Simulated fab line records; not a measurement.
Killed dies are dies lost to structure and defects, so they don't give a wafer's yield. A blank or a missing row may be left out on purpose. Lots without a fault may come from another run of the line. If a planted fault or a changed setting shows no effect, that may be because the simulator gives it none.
Chamber matching	flow nandHarc	rieDiel-07 running NHARC_P_M1_DESCUM_14: 4 sister chambers
The step chemistry O2, time 3 s. 27 wafers are shown with their chamber, then 12 later ones without.

## WAFERS, EACH WITH ITS CHAMBER
wafer	chamber	showerheadPlenumPTorr (Torr)	drypumpMotorCurrentA (A)	oesProductAu (a.u.)
L074.2	3	1.79	5.3	0.999
L074.5	2	1.92	5.6	1.015
L074.6	1	2.07	6.4	0.989
L075.1	0	1.82	5.4	0.999
L075.2	3	1.79	5.3	0.991
L075.5	1	2.07	6.4	1.000
L079.2	0	1.81	5.4	0.999
L079.5	1	2.06	6.4	0.998
L079.6	0	1.81	5.4	1.002
L078.1	2	1.92	5.7	1.009
L078.2	3	1.79	5.3	1.000
L078.5	3	1.79	5.3	1.002
L081.1	1	2.06	6.4	0.985
L081.2	0	1.81	5.4	0.995
L081.4	3	1.78	5.3	1.002
L083.2	3	1.78	5.3	1.001
L083.5	1	2.06	6.4	0.991
L083.6	0	1.81	5.4	1.008
L086.4	3	1.78	5.3	0.977
L086.5	0	1.81	5.4	0.992
L086.6	1	2.06	6.4	0.998
L087.1	1	2.06	6.4	1.005
L087.3	0	1.81	5.4	1.011
L087.5	0	1.81	5.5	1.002
L090.1	0	1.81	5.4	0.998
L090.3	2	1.92	5.7	1.011
L090.5	0	1.81	5.4	0.998

SIGNATURES (averages over the wafers above)
reading	chamber 0	chamber 1	chamber 2	chamber 3	scatter within a chamber
showerheadPlenumPTorr	1.8110	2.0629	1.9200	1.7857	0.00419
drypumpMotorCurrentA	5.410	6.400	5.667	5.300	0.0261
oesProductAu	1.00040	0.99514	1.01167	0.99600	0.00695
Rule: for each reading, subtract the chamber's mean from the wafer's reading, divide by that reading's scatter and square the result; add these up over the readings and take the root, which gives the wafer's distance from the chamber. If the next closest chamber is less than 2 further off than the closest, the wafer can't be placed; otherwise it belongs to the closest. How the scatter is found: for the shown wafers, subtract from each reading the mean of its chamber, square and add these, divide the total by (wafers less chambers), then take the root.

## WAFERS WITH NO CHAMBER GIVEN
wafer	showerheadPlenumPTorr (Torr)	drypumpMotorCurrentA (A)	oesProductAu (a.u.)
L094.1	1.78	5.3	1.009
L094.3	1.81	5.4	0.987
L094.4	2.06	6.4	0.979
L095.1	1.78	5.3	1.006
L095.4	1.81	5.4	0.977
L095.5	1.92	5.6	0.995
L096.2	2.06	6.4	0.984
L096.3	1.78	5.2	1.008
L096.5	1.78	5.3	1.007
L097.2	1.78	5.3	1.003
L097.4	1.81	5.4	0.992
L097.5	2.06	6.4	0.975

## WHICH CHAMBER EACH ONE RAN IN
wafer	from the rows above	in truth
L094.1	3	3
L094.3	0	0
L094.4	1	1
L095.1	3	3
L095.4	0	0
L095.5	2	2
L096.2	1	1
L096.3	3	3
L096.5	3	3
L097.2	3	3
L097.4	0	0
L097.5	1	1
Placed correctly: 12 of 12. Number that these rows cannot place: 0. 0 placed wrongly.
